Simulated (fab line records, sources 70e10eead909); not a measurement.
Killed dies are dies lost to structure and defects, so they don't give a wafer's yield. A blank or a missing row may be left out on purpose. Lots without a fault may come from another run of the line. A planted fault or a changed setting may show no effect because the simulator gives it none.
Which tool did it? | flow nand_harc | 13 lots, 39 wafers sampled, at 4 steps of a route of 1302

WHAT THE GAUGES READ, wafer by wafer
The record holds no reading of a measuring or inspecting step that can be judged against a usual standard deviation.

WHICH TOOL RAN EACH LOT (tool, then ch and the chambers of the sampled wafers, then the start)
lot  | NHARC_P_CONTACT_CVD_23                   | NHARC_P_CONTACT_CMP_24        | NHARC_P_M0_PVD_20            | NHARC_P_M0_ANNEAL_30
L542 | cvd_w-02 ch 0,1, day 6 10:50 or earlier  | cmp-01 ch 0,3, day 6 10:50    | pvd_sputter-01, day 6 13:30  | rtp_anneal-01 ch 0, day 6 14:18
L545 | cvd_w-01 ch 1, day 7 20:05 or earlier    | cmp-04 ch 0,3, day 7 20:05    | pvd_sputter-01, day 7 22:31  | rtp_anneal-01 ch 0, day 7 23:11
L546 | cvd_w-01 ch 1, day 8 09:03 or earlier    | cmp-01 ch 0,2,3, day 8 09:03  | pvd_sputter-02, day 8 11:31  | rtp_anneal-01 ch 0, day 8 12:12
L547 | cvd_w-02 ch 0,1, day 8 13:17 or earlier  | cmp-02 ch 0,2,3, day 8 13:17  | pvd_sputter-02, day 8 15:56  | rtp_anneal-01 ch 0, day 8 16:39
L548 | cvd_w-02 ch 0,1, day 8 23:08 or earlier  | cmp-04 ch 0,1, day 8 23:08    | pvd_sputter-01, day 9 01:41  | rtp_anneal-02 ch 0, day 9 02:19
L551 | cvd_w-01 ch 0,1, day 10 17:08 or earlier | cmp-04 ch 2,3, day 10 17:08   | pvd_sputter-02, day 10 19:35 | rtp_anneal-02 ch 0, day 10 20:19
L557 | cvd_w-01 ch 0,1, day 12 18:53 or earlier | cmp-04 ch 1,2,3, day 12 18:53 | pvd_sputter-01, day 12 21:33 | rtp_anneal-01 ch 0, day 12 22:10
L558 | cvd_w-01 ch 1, day 13 06:16 or earlier   | cmp-01 ch 1,2,3, day 13 06:16 | pvd_sputter-03, day 13 08:56 | rtp_anneal-02 ch 0, day 13 09:37
L559 | cvd_w-01 ch 0,1, day 13 11:11 or earlier | cmp-04 ch 0,1,3, day 13 11:11 | pvd_sputter-01, day 13 13:42 | rtp_anneal-02 ch 0, day 13 14:27
L562 | cvd_w-01 ch 0,1, day 14 16:19 or earlier | cmp-04 ch 0,3, day 14 16:19   | pvd_sputter-03, day 14 19:01 | rtp_anneal-01 ch 0, day 14 19:39
L561 | cvd_w-01 ch 0,1, day 14 20:16 or earlier | cmp-04 ch 0,1, day 14 20:16   | pvd_sputter-03, day 14 22:48 | rtp_anneal-02 ch 0, day 14 23:25
L563 | cvd_w-01 ch 0,1, day 15 07:08 or earlier | cmp-04 ch 0,1,2, day 15 07:08 | pvd_sputter-02, day 15 09:40 | rtp_anneal-01 ch 0, day 15 10:21
L564 | cvd_w-02 ch 0,1, day 15 23:14 or earlier | cmp-02 ch 2,3, day 15 23:14   | pvd_sputter-02, day 16 01:46 | rtp_anneal-02 ch 0, day 16 02:26
- NHARC_P_CONTACT_CVD_23: deposits W, target thk 200 nm, time 557 s.
- NHARC_P_CONTACT_CMP_24: polishes, t overpolish 30 s, target thk 200 nm.
- NHARC_P_M0_PVD_20: deposits TaN, target thk 5 nm, time 8.06 s.
- NHARC_P_M0_ANNEAL_30: time 90 s.

WHAT THE TOOLS THEMSELVES READ (means of the sampled wafers that have a number; where no wafer has one, the mark that the record gives instead)
NHARC_P_CONTACT_CVD_23. Usual: heater_power_w 449 W, standard deviation 45; mfc_ar_sccm 1559 sccm, standard deviation 4.6; throttle_valve_pct 8.05 %, standard deviation 0.24.
lot  | tool     | heater_power_w (W) | mfc_ar_sccm (sccm) | throttle_valve_pct (%) | flag
L542 | cvd_w-02 | 421                | 1561               | 7.90                   |
L545 | cvd_w-01 | 535                | 1564               | 7.89                   |
L546 | cvd_w-01 | 535                | 1563               | 7.84                   |
L547 | cvd_w-02 | 428                | 1555               | 7.97                   |
L548 | cvd_w-02 | 431                | 1563               | 8.05                   |
L551 | cvd_w-01 | 478                | 1562               | 8.17                   |
L557 | cvd_w-01 | 485                | 1559               | 8.12                   |
L558 | cvd_w-01 | 506                | 1562               | 8.25                   |
L559 | cvd_w-01 | 459                | 1558               | 8.00                   |
L562 | cvd_w-01 | 457                | 1557               | 8.02                   |
L561 | cvd_w-01 | 459                | 1559               | 8.00                   |
L563 | cvd_w-01 | 467                | 1555               | 8.09                   |
L564 | cvd_w-02 | 425                | 1558               | 8.21                   |

NHARC_P_CONTACT_CMP_24. Usual: motor_current_A 11.6 A, standard deviation 1.1; overpolish_run_s 30.001 s, standard deviation 0.0088; slurry_filter_dp_kPa 13.51 kPa, standard deviation 0.16; time_to_endpoint_s 40.3 s, standard deviation 2.8.
lot  | tool   | motor_current_A (A) | overpolish_run_s (s) | slurry_filter_dp_kPa (kPa) | time_to_endpoint_s (s) | flag
L542 | cmp-01 | 10.9                | 30.012               | 13.55                      | 37.5                   |
L545 | cmp-04 | 10.8                | 30.003               | 13.48                      | 43.0                   |
L546 | cmp-01 | 11.8                | 30.001               | 13.44                      | 42.6                   |
L547 | cmp-02 | 12.3                | 29.999               | 13.64                      | 41.8                   |
L548 | cmp-04 | 10.8                | 30.001               | 13.42                      | 37.4                   |
L551 | cmp-04 | 10.6                | 30.003               | 13.51                      | 40.2                   |
L557 | cmp-04 | 11.3                | 30.001               | 13.64                      | 39.5                   |
L558 | cmp-01 | 12.1                | 30.008               | 13.45                      | 40.0                   |
L559 | cmp-04 | 11.8                | 30.003               | 13.48                      | 37.5                   |
L562 | cmp-04 | 10.8                | 29.998               | 13.61                      | 38.9                   |
L561 | cmp-04 | 11.0                | 30.000               | 13.60                      | 37.8                   |
L563 | cmp-04 | 11.0                | 29.997               | 13.53                      | 41.9                   |
L564 | cmp-02 | 12.5                | 30.001               | 13.52                      | 40.7                   |

NHARC_P_M0_PVD_20. Usual: bias_v 168.4 V, standard deviation 1.7; cathode_dc_power_W 15000 W, standard deviation 2.9; chamber_pressure_pa 0.12001 Pa, standard deviation 0.00025; throttle_valve_pct 29.8 %, standard deviation 1.1.
lot  | tool           | bias_v (V) | cathode_dc_power_W (W) | chamber_pressure_pa (Pa) | throttle_valve_pct (%) | flag
L542 | pvd_sputter-01 | 168.2      | 15001                  | 0.11994                  | 29.1                   |
L545 | pvd_sputter-01 | 168.2      | 15002                  | 0.11986                  | 28.4                   |
L546 | pvd_sputter-02 | 170.0      | 14999                  | 0.11972                  | 30.4                   |
L547 | pvd_sputter-02 | 167.8      | 14999                  | 0.12001                  | 30.7                   |
L548 | pvd_sputter-01 | 167.7      | 15001                  | 0.11999                  | 29.0                   |
L551 | pvd_sputter-02 | -          | -                      | -                        | -                      | OFF
L557 | pvd_sputter-01 | 167.3      | 14998                  | 0.12008                  | 29.5                   |
L558 | pvd_sputter-03 | 168.7      | 15000                  | 0.11979                  | 30.8                   |
L559 | pvd_sputter-01 | 168.3      | 15000                  | 0.12009                  | 29.0                   |
L562 | pvd_sputter-03 | 169.2      | 15002                  | 0.12005                  | 30.6                   |
L561 | pvd_sputter-03 | 167.3      | 14999                  | 0.11988                  | 30.4                   |
L563 | pvd_sputter-02 | 167.6      | 14999                  | 0.11994                  | 30.3                   |
L564 | pvd_sputter-02 | 168.5      | 15000                  | 0.12033                  | 30.8                   |

NHARC_P_M0_ANNEAL_30. Usual: wafer_temp_C_max 226.30, standard deviation 0.29.
lot  | tool          | wafer_temp_C_max | flag
L542 | rtp_anneal-01 | 225.96           |
L545 | rtp_anneal-01 | 226.26           |
L546 | rtp_anneal-01 | 226.18           |
L547 | rtp_anneal-01 | 226.28           |
L548 | rtp_anneal-02 | 226.28           |
L551 | rtp_anneal-02 | 226.73           |
L557 | rtp_anneal-01 | 226.19           |
L558 | rtp_anneal-02 | 226.02           |
L559 | rtp_anneal-02 | 226.15           |
L562 | rtp_anneal-01 | 226.19           |
L561 | rtp_anneal-02 | 226.39           |
L563 | rtp_anneal-01 | 226.36           |
L564 | rtp_anneal-02 | 226.47           |

THE ANSWER, worked out from the rows above alone
Rule: a lot is off if the mean of its wafers that have a number lies more than 3 standard deviations from the usual mean. A lot without any number at a reading at which 4 lots or more have one is off too. The other lots that the step has rows for count as sound. The gauges are gone through in route order, then the tools' own readings, and for those a lot's mean is taken as printed above. The first step at which some lot is off is used, and at that step the reading that is off furthest; a lot without a number counts as furthest.
Off: L551, at NHARC_P_M0_PVD_20 (bias_v). Without a number there: L551.
A tool fits if, at that step or a process step before it, it ran every lot that is off, and no sound lot after the first of them. NHARC_P_CONTACT_CVD_23 gives no start for some lots, so the hours and the order of its lots are those of NHARC_P_CONTACT_CMP_24. None of those tried fits.

WHAT THE SIMULATOR HAD PUT IN
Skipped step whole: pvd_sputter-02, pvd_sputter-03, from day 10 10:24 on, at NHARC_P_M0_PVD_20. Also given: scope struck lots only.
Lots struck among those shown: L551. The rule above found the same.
